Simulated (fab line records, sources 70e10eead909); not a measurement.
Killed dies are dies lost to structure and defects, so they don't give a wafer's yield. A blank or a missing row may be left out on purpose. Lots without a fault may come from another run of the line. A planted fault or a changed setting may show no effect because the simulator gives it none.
Chamber matching | flow nand_harc | NHARC_A_BLC_ALD_23 on ald_metal-03: 4 sister chambers
The step deposits TiN, target thk 3 nm, pulse time 1 s, ald cycles 150. 16 wafers are shown with their chamber, then 8 later ones without.

WAFERS WITH THEIR CHAMBER
wafer  | chamber | heater_power_w (W) | precursor_pulse_height_rel
L076.1 | 2       | 1017               | 0.983
L076.2 | 0       | 1159               | 0.998
L076.4 | 3       | 901                | 1.003
L077.1 | 1       | 1041               | 1.020
L077.2 | 0       | 1186               | 1.023
L077.4 | 2       | 1001               | 0.975
L078.2 | 2       | 1022               | 0.991
L078.4 | 1       | 1039               | 1.031
L078.5 | 0       | 1156               | 1.024
L081.4 | 3       | 953                | 1.008
L081.5 | 1       | 982                | 1.016
L081.6 | 0       | 1121               | 1.011
L083.2 | 3       | 942                | 1.025
L083.3 | 0       | 1133               | 0.978
L083.5 | 1       | 963                | 1.022
L087.4 | 2       | 977                | 1.001

SIGNATURES (means of the wafers above)
reading                    | chamber 0 | chamber 1 | chamber 2 | chamber 3 | scatter within a chamber
heater_power_w             | 1151.00   | 1006.25   | 1004.25   | 932.00    | 28.9
precursor_pulse_height_rel | 1.00680   | 1.02225   | 0.98750   | 1.01200   | 0.0137
Rule: a wafer's distance from a chamber is the root of the sum, over the readings, of the square of ((its reading less the chamber's mean) divided by the reading's scatter). The wafer belongs to the nearest chamber; if the next one is less than 2 further off, it can't be placed. The scatter: the root of (the sum of the squares of (reading less its chamber's mean) over the shown wafers, divided by (wafers less chambers)).

WAFERS WITHOUT THEIR CHAMBER
wafer  | heater_power_w (W) | precursor_pulse_height_rel
L087.5 | 1103               | 0.957
L087.6 | 1002               | 1.040
L089.1 | 959                | 0.983
L089.2 | 1141               | 0.989
L089.4 | 924                | 0.977
L091.2 | 933                | 0.980
L091.3 | 968                | 0.994
L091.6 | 1117               | 0.993

WHICH CHAMBER EACH WENT THROUGH
wafer  | from the rows above          | in truth
L087.5 | can't be placed: 0 or 2 or 1 | 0
L087.6 | can't be placed: 1 or 3      | 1
L089.1 | can't be placed: 2 or 3 or 1 | 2
L089.2 | 0                            | 0
L089.4 | can't be placed: 3 or 2 or 1 | 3
L091.2 | can't be placed: 3 or 2 or 1 | 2
L091.3 | can't be placed: 2 or 3 or 1 | 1
L091.6 | 0                            | 0
Placed correctly: 2 of 8. Can't be placed from these rows: 6 (the true chamber is among the candidates in 6). Placed wrongly: 0.
